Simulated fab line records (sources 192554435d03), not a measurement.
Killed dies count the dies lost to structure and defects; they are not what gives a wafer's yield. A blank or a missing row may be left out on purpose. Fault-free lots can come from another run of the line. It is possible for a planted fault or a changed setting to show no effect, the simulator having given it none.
fab line records	flow n5-finfet	part 2 of 2: steps 5 to 6 of 6
[record] lots = 19	wafers = 57	last-day = 18
route steps=1938 shown FIN_SAQP@139 FIN_CUT@174 STI_FIN_REVEAL@191 DUMMY_GATE@234 SD_EPI_P@308
lots untouched by any fault: they come from a run of this same line in which no faults occurred
start-h: the number of hours between the record's first day and the start of the first shown wafer of the lot	wait-h: how many hours have passed since the lot's step before this one	" the same as in the row above	L1.1+2: a row that stands for several wafers	- no value present, or no start provided	* or withheld: withheld	< > ~ a bound
route shown NAME@n: a module of which the file shows steps, and the number in the route of the first	usual: average and standard deviation across the fault-free wafers	same: alike in all rows	chamber/n: place in a boat	sites: readings site by site	_std_site: the standard deviation of these	_edge_site: inner sites' mean taken away from outer sites' mean	radius-mm: how far each site lies from the wafer's centre	mask NAME#n: copy n	behind: tool/chamber where the wafer was last shaped	hold: why the lot was held/for how many hours/how that ended	device: names the non-switching transistor (n, p or np)	end of line: tests run on the same wafers once the route is complete	where a step has no rows: the recipe by itself	killed: dies that structure and defects cost at the first sort, which is not the same as the wafer's yield	map: per-die view of a wafer (x killed, . not killed, _ where there is no die)
set.NAME: the setting that was run; set.NAME@STEP: the one run at that earlier step	model.NAME: the simulator's own value behind a step, which no gauge read
the route's steps for a sample of lots (tables are steps, rows are wafers)
services: from which hour (start-h, from the record's first day; less than 0 if before it) a tool's chamber was out of use, for how many hours, and why
[[steps]]
[step N5_DUMMY_GATE_ETCH_44]
[recipe] chemistry = HBr/O2	over-etch-frac = 0.7	target-depth-a = 1275	stop-on = SiO2	ion-energy-ev = 60	bias-w = 20	target = poly-Si	mask-material = SiO2	pressure-mtorr = 20	icp-w = 400	HBr_flow_sccm = 120	O2_flow_sccm = 10
[usual] drypump-motor-current-A = 5.7/0.46	oes-product-au = 0.722/0.012	throttle-valve-pct = 18.49/0.22
[same] over-etch-frac = 0.7
lot.wafer	tool	chamber	start-h	wait-h	drypump-motor-current-A	oes-product-au	rf-hours-counter-h	throttle-valve-pct
L075.2	rie-si-01	2	54.18	0.0	5.8	0.701	68	18.27
L075.5	"	1	"	"	5.2	0.733	-	18.05
L075.6	"	0	"	"	5.0	0.737	-	18.49
L076.1	rie-si-06	1	62.90	0.0	6.4	0.746	44	18.91
L076.4	"	3	"	"	6.2	0.709	-	18.67
L076.6	"	1	"	"	6.3	0.733	-	18.90
L078.3	rie-si-04	2	71.62	0.0	6.5	0.723	20	18.59
L078.4	"	2	"	"	6.5	0.726	-	18.59
L078.6	"	1	"	"	5.5	0.713	-	18.46
L079.1	rie-si-04	3	77.04	0.0	5.6	0.727	144	18.65
L079.4	"	2	"	"	6.5	0.733	20	18.61
L079.6	"	0	"	"	5.5	0.732	-	18.73
L080.1	rie-si-01	1	81.92	0.0	5.2	0.721	9	18.05
L080.2	"	2	"	"	5.8	0.703	68	18.25
L080.3	"	3	"	"	5.8	0.727	34	18.48
L083.1	rie-si-06	3	106.04	0.0	6.2	0.723	156	18.67
L083.3	"	0	"	"	5.9	0.707	162	18.27
L083.6	"	2	"	"	5.2	0.735	-	18.59
L084.1	rie-si-04	0	109.20	0.0	5.5	0.729	110	18.73
L084.2	"	1	"	"	5.5	0.705	86	18.46
L084.5	"	3	"	"	5.6	0.709	-	18.66
L086.2	rie-si-04	1	125.47	0.0	5.4	0.694	87	18.47
L086.4	"	3	"	"	5.6	0.711	144	18.66
L086.6	"	3	"	"	5.6	0.702	-	18.66
L087.1	rie-si-01	3	129.43	0.0	5.7	0.729	35	18.46
L087.2	"	0	"	"	5.0	0.727	148	18.48
L087.3	"	1	"	"	5.2	0.715	10	18.06
L088.1	rie-si-06	1	132.33	0.0	6.3	0.738	46	18.90
L088.2	"	3	"	"	6.3	0.726	157	18.67
L088.3	"	0	"	"	5.9	0.714	163	18.27
L089.1	rie-si-04	3	137.40	0.0	5.7	0.722	145	18.65
L089.3	"	0	"	"	5.5	0.720	110	18.75
L089.4	"	1	"	"	5.5	0.711	87	18.46
L090.2	rie-si-04	0	141.70	0.0	5.5	0.719	111	18.74
L090.3	"	3	"	"	5.7	0.720	145	18.66
L090.5	"	3	"	"	5.7	0.720	-	18.64
L091.3	rie-si-01	0	147.81	0.0	5.0	0.745	149	18.49
L091.4	"	2	"	"	5.7	0.699	69	18.26
L091.6	"	2	"	"	5.7	0.709	-	18.27
L092.2	rie-si-01	3	161.54	0.0	5.8	0.733	35	18.45
L092.4	"	0	"	"	5.0	0.728	149	18.48
L092.6	"	3	"	"	5.8	0.741	-	18.48
L093.1	rie-si-04	1	161.67	0.0	5.5	0.718	87	18.46
L093.4	"	3	"	"	5.6	0.712	145	18.64
L093.6	"	3	"	"	5.6	0.719	-	18.65
L094.1	rie-si-01	0	169.44	0.0	5.0	0.740	149	18.48
L094.2	"	2	"	"	5.7	0.711	70	18.27
L094.3	"	1	"	"	5.2	0.721	11	18.06
L095.3	rie-si-06	2	179.86	0.0	5.2	0.730	2	18.58
L095.5	"	1	"	"	6.3	0.738	-	18.92
L095.6	"	2	"	"	5.2	0.735	-	18.57
L096.2	rie-si-01	2	183.25	0.0	5.8	0.687	70	18.27
L096.3	"	0	"	"	5.0	0.720	149	18.48
L096.5	"	0	"	"	5.0	0.741	-	18.48
L097.2	rie-si-01	2	183.93	0.0	5.8	0.694	70	18.28
L097.4	"	1	"	"	5.2	0.710	11	18.05
L097.5	"	0	"	"	5.0	0.721	-	18.47
[step N5_SD_EPI_P_ETCH_37]
[recipe] chemistry = N2/H2	target = SOC	overetch-a = 1080	mask-material = SiARC	temp-c = 40	ion-energy-ev = 100	source-w = 3000	bias-w = 133	pressure-mtorr = 20	time-s = 486	n2-flow-sccm = 200	h2-flow-sccm = 200	ends = end-point
[usual] drypump-motor-current-A = 6.0/0.45	h2-flow-sccm = 200.0/0.55	oes-product-au = 0.68/0.05	rf-vpp-V = 240.6/1.6	showerhead-plenum-p-Torr = 2.53/0.11	throttle-valve-pct = 23.9/0.34
lot.wafer	tool	chamber	start-h	wait-h	drypump-motor-current-A	h2-flow-sccm	oes-product-au	rf-hours-counter-h	rf-vpp-V	showerhead-plenum-p-Torr	throttle-valve-pct
L075.2	rie-diel-06	3	60.42	0.0	5.9	199.2	0.72	90	237.0	2.36	23.6
L075.5	"	2	"	"	5.6	199.7	0.65	-	240.4	2.49	24.1
L075.6	"	0	"	"	6.5	199.5	0.69	-	239.2	2.44	23.4
L076.1	rie-diel-06	1	70.80	0.0	6.5	199.2	0.87	2	243.8	2.72	23.8
L076.4	"	2	"	"	5.6	199.7	0.65	211	239.2	2.49	24.1
L076.6	"	1	"	"	6.5	200.4	0.86	-	244.2	2.72	23.8
L078.3	rie-diel-03	1	77.61	0.0	6.8	199.2	0.64	171	237.4	2.42	23.9
L078.4	"	2	"	"	6.3	200.7	0.65	169	240.8	2.64	23.6
L078.6	"	0	"	"	5.7	200.2	0.71	-	242.1	2.66	24.3
L079.1	rie-diel-01	3	83.42	0.0	5.5	200.1	0.71	109	239.5	2.59	24.7
L079.4	"	0	"	"	5.5	200.3	0.65	195	240.9	2.53	24.1
L079.6	"	2	"	"	5.4	200.3	0.68	-	242.8	2.65	23.9
L080.1	rie-diel-01	0	89.84	0.0	5.5	199.8	0.65	196	240.8	2.53	24.1
L080.2	"	1	"	"	5.5	200.3	0.63	223	241.4	2.59	23.9
L080.3	"	3	"	"	5.4	199.8	0.70	110	240.5	2.59	24.7
L083.1	rie-diel-03	1	112.29	0.0	6.8	199.8	0.64	181	238.5	2.41	23.9
L083.3	"	3	"	"	5.9	199.9	0.71	88	241.0	2.48	23.6
L083.6	"	0	"	"	5.7	200.9	0.69	-	241.1	2.65	24.3
L084.1	rie-diel-03	2	115.68	0.0	6.2	201.0	0.64	180	242.1	2.63	23.6
L084.2	"	0	"	"	5.8	200.1	0.69	134	240.8	2.65	24.3
L084.5	"	2	"	"	6.2	200.4	0.63	-	241.9	2.63	23.6
L086.2	rie-diel-03	2	132.88	0.0	6.2	200.3	0.63	185	241.8	2.63	23.6
L086.4	"	1	"	"	6.8	200.0	0.63	187	239.5	2.41	23.9
L086.6	"	1	"	"	6.8	200.0	0.63	-	237.9	2.41	24.0
L087.1	rie-diel-06	1	136.43	0.0	6.5	199.8	0.80	23	241.5	2.71	23.8
L087.2	"	3	"	"	5.9	199.1	0.70	113	239.6	2.35	23.7
L087.3	"	0	"	"	6.6	199.0	0.68	171	238.6	2.44	23.5
L088.1	rie-diel-03	2	139.00	0.0	6.2	200.5	0.63	186	240.0	2.63	23.6
L088.2	"	0	"	"	5.8	199.9	0.69	140	241.3	2.65	24.3
L088.3	"	1	"	"	6.8	200.4	0.63	189	239.2	2.41	24.0
L089.1	rie-diel-06	3	144.41	0.0	5.9	199.8	0.69	116	237.7	2.35	23.7
L089.3	"	0	"	"	6.5	198.8	0.68	174	239.9	2.44	23.5
L089.4	"	1	"	"	6.5	200.3	0.80	26	243.1	2.71	23.8
L090.2	rie-diel-01	1	149.52	0.0	5.5	199.4	0.62	242	242.6	2.58	23.9
L090.3	"	0	"	"	5.5	200.4	0.63	211	240.8	2.53	24.1
L090.5	"	0	"	"	5.5	200.5	0.65	-	240.7	2.53	24.1
L091.3	rie-diel-03	2	154.10	0.0	6.2	199.5	0.63	189	241.5	2.63	23.6
L091.4	"	0	"	"	5.8	199.8	0.68	-	243.4	2.65	24.3
L091.6	"	2	"	"	6.2	200.7	0.63	-	241.5	2.63	23.6
L092.2	rie-diel-01	2	167.85	0.0	5.4	199.9	0.66	179	241.5	2.64	24.0
L092.4	"	2	"	"	5.4	199.7	0.66	-	241.4	2.64	23.9
L092.6	"	0	"	"	5.5	200.8	0.64	-	240.0	2.52	24.1
L093.1	rie-diel-06	1	167.87	0.0	6.5	200.6	0.79	31	243.4	2.71	23.8
L093.4	"	0	"	"	6.5	199.7	0.67	180	239.5	2.43	23.5
L093.6	"	0	"	"	6.5	199.1	0.67	-	239.2	2.43	23.5
L094.1	rie-diel-06	1	175.57	0.0	6.5	200.0	0.79	33	242.6	2.71	23.8
L094.2	"	3	"	"	5.9	200.2	0.69	124	237.0	2.35	23.7
L094.3	"	0	"	"	6.5	200.2	0.67	182	240.1	2.43	23.5
L095.3	rie-diel-03	0	187.47	0.0	5.8	199.2	0.68	158	243.6	2.64	24.3
L095.5	"	3	"	"	5.8	200.1	0.70	-	239.4	2.47	23.6
L095.6	"	0	"	"	5.7	199.7	0.68	-	242.8	2.64	24.3
L096.2	rie-diel-06	2	189.87	0.0	5.6	199.6	0.63	247	240.1	2.47	24.2
L096.3	"	0	"	"	6.6	200.0	0.67	186	238.7	2.43	23.5
L096.5	"	3	"	"	5.9	199.9	0.68	-	237.3	2.35	23.7
L097.2	rie-diel-01	0	191.85	0.0	5.5	200.1	0.63	226	240.3	2.52	24.2
L097.4	"	0	"	"	5.5	200.8	0.63	-	240.1	2.52	24.2
L097.5	"	2	"	"	5.4	200.2	0.65	-	242.6	2.64	24.0
[[services]]
tool	chamber	start-h	hours	kind
rie-si-06	3	22.37	37.7	repair
rie-diel-03	-	27.94	15.6	pm
rie-si-01	2	35.44	5.2	repair
rie-diel-05	-	46.75	2.8	pm
rie-diel-02	-	63.88	0.1	repair
rie-si-04	3	66.80	8.6	repair
rie-diel-04	1	84.16	5.7	repair
rie-diel-01	0	90.51	8.2	repair
rie-diel-06	0	92.45	4.8	repair
rie-si-01	-	95.36	2.8	pm
rie-diel-01	0	116.14	1.5	repair
rie-diel-01	2	127.11	6.6	repair
rie-diel-05	-	138.50	4.3	pm
rie-diel-03	2	140.26	5.8	repair
rie-diel-04	3	143.18	13.8	repair
rie-diel-06	1	154.34	5.2	repair
rie-diel-05	-	164.14	0.3	repair
rie-diel-05	-	171.64	2.2	repair
rie-diel-02	3	173.21	5.4	repair
rie-diel-04	1	175.48	62.1	repair
rie-diel-01	1	176.55	-	clean
rie-diel-01	1	176.55	-	consumable-replace:focus-ring
rie-diel-01	1	176.55	15.4	scheduled-down
rie-diel-01	1	176.55	15.4	vent-cycle
